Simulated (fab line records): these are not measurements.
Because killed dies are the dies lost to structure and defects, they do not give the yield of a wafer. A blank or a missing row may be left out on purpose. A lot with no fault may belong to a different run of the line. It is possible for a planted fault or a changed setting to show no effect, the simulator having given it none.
A lot that was struck, set against a sound lot ; flow n5Finfet ; 43 steps out of a route of 1938
Sound: these wafers, L800.1, L800.3, L800.6. Struck: wafers L805.5, L805.6. The cause is given at the end.
At each step with rows: each side's tool, then ch and its chambers, then its first start. Under that, the readings that differ: sound wafers ; struck wafers ; difference of the means ; sigmas: that difference in standard deviations of wafers without a fault.
alike: a reading whose means differ by less than 2 such deviations, as well as words and numbers matching on both sides. not compared: withheld readings; readings where some wafer has no value; bounds like >300 that might hide an equal value; numbers whose values overlap and for which the record gives no deviation.
The two part at a step that has a row with sigmas, a row that says differs or no value, or rows on one side only. Numbers that have no deviation but don't overlap get no sigmas and don't part them. A reading missing from all wafers of one side parts the sides only when that side holds two or more wafers.

first, 3 steps without rows for these wafers: N5_PMOS_HMC_CHANNEL_EPI_PRECLEAN_37 (cleans in O3/DIW, time 45 s); N5_PMOS_HMC_CHANNEL_EPI_PRECLEAN_24 (cleans in DHF, time 30 s); N5_PMOS_HMC_CHANNEL_EPI_SRD_25 (time 30 s).
N5_PMOS_HMC_CHANNEL_EPI_EPI_26: deposits Si from SiH4/H2, target thk 3.8 nm, time 22.7 s.
  sound on epiRpcvd-01 ch 0, day 4 13:52; struck on epiRpcvd-03 ch 0, day 5 20:08
reading;sound;struck;difference;sigmas
throttleValvePct (%);11.3 11.3 11.3;12.2 12.0;+0.8;+3
N5_PMOS_HMC_CHANNEL_EPI_INSPECT_30: inspects for defects (darkfield).
  sound on defectInspect-02, day 4 14:14; struck on defectInspect-01, day 5 20:19
  alike: rawDefectCount
then, 4 steps without rows for these wafers: N5_FIN_SAQP_PRECLEAN_42 (cleans in O3/DIW, time 60 s); N5_FIN_SAQP_PRECLEAN_00 (cleans in SC1, time 60 s); N5_FIN_SAQP_PRECLEAN_44 (cleans in SC2, time 45 s); N5_FIN_SAQP_SRD_01 (time 30 s).
N5_FIN_SAQP_ALD_61: deposits SiO2, target thk 4 nm, pulse time 1 s, purge time 2 s.
  sound on aldSin-04 ch 2,3, day 4 14:37; struck on aldSin-01 ch 2,3, day 5 20:31
  alike: heaterPowerW, precursorPulseHeightRel
then, 1 step without rows for these wafers: N5_FIN_SAQP_DENSIFY_62 (time 60 s).
N5_FIN_SAQP_HM_DEP_03: deposits SiNx from SiH4/NH3/N2, target thk 38 nm, time 33.6 s.
  sound on pecvd-02 ch 0,1, day 4 15:08; struck on pecvd-01 ch 1,2, day 5 20:57
reading;sound;struck;difference;sigmas
model.SiNx_of_FIN_SAQP_HM_DEP_03.thkNm (nm);37.34 37.67 38.24;40.47 40.62;+2.80;
  alike: heaterPowerW, showerheadPlenumPTorr, throttleValvePct
N5_FIN_SAQP_THK_MEAS_05:
  sound on filmMetro-01, day 4 15:13; struck on filmMetro-02, day 5 21:01
reading;sound;struck;difference;sigmas
thkNm (nm);37.4 37.7 38.3;40.4 40.6;+2.7;+6
then, 3 steps without rows for these wafers: N5_FIN_SAQP_PECVD_47 (deposits a-Si from SiH4/He, target thk 45 nm, time 36.3 s); N5_FIN_SAQP_PECVD_48 (deposits SiNx from SiH4/NH3/N2, target thk 25 nm, time 22.1 s); N5_FIN_SAQP_PECVD_06 (deposits a-Si from SiH4/He, target thk 60 nm, time 48.1 s).
N5_FIN_SAQP_THK_MEAS_07:
  sound on filmMetro-01, day 4 15:26; struck on filmMetro-02, day 5 21:13
  alike: thkNm
N5_FIN_SAQP_HM_DEP_72: deposits SiO2 from SiH4/N2O, target thk 12 nm, time 7.2 s.
  sound on pecvd-02 ch 0,2, day 4 15:28; struck on pecvd-01 ch 0,2, day 5 21:17
  alike: heaterPowerW, showerheadPlenumPTorr
then, 8 steps without rows for these wafers: N5_FIN_SAQP_COAT_49 (time 60 s, resist thk 100 nm); N5_FIN_SAQP_COAT_50 (time 60 s, resist thk 35 nm); N5_FIN_SAQP_COAT_10 (resist thk 90 nm); N5_FIN_SAQP_EBR_12; N5_FIN_SAQP_SOFTBAKE_11 (time 60 s); N5_FIN_SAQP_EXPOSE_13 (exposes mask FIN CORE, target cd 35.6 nm); N5_FIN_SAQP_PEB_14 (peb time 60 s); N5_FIN_SAQP_DEVELOP_15 (develop time 30 s).
N5_FIN_SAQP_CD_MEAS_16 targets a cd of 35.6 nm.
  sound on cdSem-01 ch 0, day 4 15:47; struck on cdSem-03 ch 0, day 5 21:35
reading;sound;struck;difference;sigmas
cdNm (nm);35.85 36.11 35.98;35.27 35.60;-0.54;-2
N5_FIN_SAQP_OVL_MEAS_17:
  sound on overlay-02 ch 0, day 4 15:50; struck on overlay-01 ch 0, day 5 21:37
  alike: FIN_CORE_OVL
N5_FIN_SAQP_INSPECT_18: inspects for defects (brightfield).
  sound on defectInspect-02, day 4 15:51; struck on defectInspect-02, day 5 21:38
  alike: rawDefectCount
then, 1 step without rows for these wafers: N5_FIN_SAQP_DESCUM_21 (chemistry O2, time 7.9 s).
N5_FIN_SAQP_ETCH_51: etches SiARC in CF4, target depth 45.5 nm, time 75.8 s.
  sound on rieDiel-05 ch 1,3, day 4 15:55; struck on rieDiel-05 ch 0,1, day 5 21:44
  alike: drypumpMotorCurrentA, etchRfOnTimeS, oesProductAu, rfVppV, showerheadPlenumPTorr, throttleValvePct
  not compared: rfHoursCounterH
then, 8 steps without rows for these wafers: N5_FIN_SAQP_ETCH_52 (etches SOC in N2/H2, target depth 100 nm, overetch 20 nm, time 150 s); N5_FIN_SAQP_STRIP_53 (strips in N2/H2); N5_FIN_SAQP_HM_OPEN_73 (chemistry CHF3/O2, target SiO2, stops on a-Si, target depth 12 nm, time 16.8 s); N5_FIN_SAQP_STRIP_74 (strips in CHF3/O2); N5_FIN_SAQP_MANDREL_ETCH_22 (etches a-Si in HBr/Cl2, stops on SiNx, target depth 60 nm, bt time 10 s, time 30 s); N5_FIN_SAQP_STRIP_55 (strips in N2/H2); N5_FIN_SAQP_STRIP_23 (strips in SPM, time 750 s); N5_FIN_SAQP_SRD_66 (time 30 s).
N5_FIN_SAQP_RECESS_75: chemistry HF/NH3, target SiO2, target depth 14.4 nm, afs cycles 3, sublimation time 60 s.
  sound on vaporEtch-02 ch 1, day 4 16:55; struck on vaporEtch-01 ch 0,1, day 5 22:37
  alike: drypumpMotorCurrentA
then, 1 step without rows for these wafers: N5_FIN_SAQP_SPACER1_ALD_24 (deposits SiO2, target thk 20.3 nm, pulse time 1 s, purge time 2 s).
N5_FIN_SAQP_HM_OPEN_33: chemistry CH3F/O2, target SiNx, target depth 49.4 nm, time 70.6 s.
  sound on rieDiel-04 ch 0,3, day 4 20:47; struck on rieDiel-05 ch 0,3, day 6 01:19
reading;sound;struck;difference;sigmas
etchRfOnTimeS (s);67.8 68.4 69.7;72.8 71.7;+3.6;+3
model.etch.depthNm (nm);36.71 37.04 37.61;39.8 39.99;+2.8;
  alike: drypumpMotorCurrentA, oesProductAu, rfVppV, showerheadPlenumPTorr, throttleValvePct
  not compared: rfHoursCounterH
N5_STI_FIN_REVEAL_RECESS_09: chemistry HF/NH3, target SiO2, afs cycles 11, target depth 42.5 nm, sublimation time 60 s.
  sound on vaporEtch-01 ch 0,1, day 5 05:17; struck on vaporEtch-02 ch 0,1, day 6 10:15
reading;sound;struck;difference;sigmas
model.SiNx_of_FIN_SAQP_HM_DEP_03.thkNm (nm);17.4 17.8 18.4;20.8 21.2;+3.1;
  alike: drypumpMotorCurrentA

WHERE THEY PART
Earliest at N5_PMOS_HMC_CHANNEL_EPI_EPI_26; latest, in this record, at N5_FIN_SAQP_HM_OPEN_33. Later steps at which nothing parts them and some readings are alike: N5_STI_FIN_REVEAL_RECESS_09.

WHY: the cause the simulator had injected
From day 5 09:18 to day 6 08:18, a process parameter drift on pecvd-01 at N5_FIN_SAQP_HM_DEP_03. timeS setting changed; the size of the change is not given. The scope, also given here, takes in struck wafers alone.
